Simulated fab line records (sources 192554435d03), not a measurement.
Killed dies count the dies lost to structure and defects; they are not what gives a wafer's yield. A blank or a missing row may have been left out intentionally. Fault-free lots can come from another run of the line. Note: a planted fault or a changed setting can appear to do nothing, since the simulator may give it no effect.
Matching of chambers    flow n5_finfet    N5_BEOL_M9_CURE_72 on uv_cure-03: 3 sister chambers
The step cures SiCOH lowk, time 120 s. 6 wafers are shown with their chamber, then 12 later ones without.

== WAFERS WITH THEIR CHAMBER ==
wafer   chamber  wafer_temp_C_max  lamp_power_pct (%)
L079.5  1        371.2             52.35
L079.6  1        371.3             52.31
L086.4  0        371.7             52.36
L086.5  0        371.5             52.35
L088.5  2        371.3             52.25
L088.6  2        371.1             52.30

== WAFERS WITH NO CHAMBER GIVEN ==
wafer   wafer_temp_C_max  lamp_power_pct (%)
L091.1  371.1             52.25
L091.2  372.0             52.39
L091.4  371.8             52.33
L094.3  371.7             52.41
L094.5  371.2             52.29
L094.6  371.4             52.37
L095.1  371.5             52.27
L095.2  371.2             52.24
L095.3  371.7             52.31
L096.1  372.2             52.40
L096.3  372.0             52.35
L096.4  372.3             52.29

== WHICH CHAMBER EACH WENT THROUGH ==
wafer    from the rows above            in truth
L091.1   2                              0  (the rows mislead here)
L091.2   0                              0
L091.4   0                              0
L094.3   0                              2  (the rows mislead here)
L094.5   can't be placed: 2 or 1        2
L094.6   can't be placed: 0 or 1        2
L095.1   can't be placed: 2 or 1 or 0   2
L095.2   2                              2
L095.3   can't be placed: 0 or 1        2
L096.1   0                              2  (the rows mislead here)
L096.3   0                              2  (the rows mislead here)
L096.4   0                              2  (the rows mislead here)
Placed correctly: 3 of 12. These rows do not allow placing 4 (true chamber among the candidates in 2). Number placed wrongly: 5.
How it was worked out, from the rows above alone: a wafer's distance from a chamber is the root of the sum, over the readings, of the square of ((its reading less the chamber's mean) divided by the reading's scatter). If the next closest chamber is less than 2 further off than the closest, the wafer can't be placed; otherwise it belongs to the closest. The mean given for a chamber averages the wafers shown for that chamber. The scatter: the root of (the sum of the squares of (reading less its chamber's mean) over the shown wafers, divided by (wafers less chambers)).
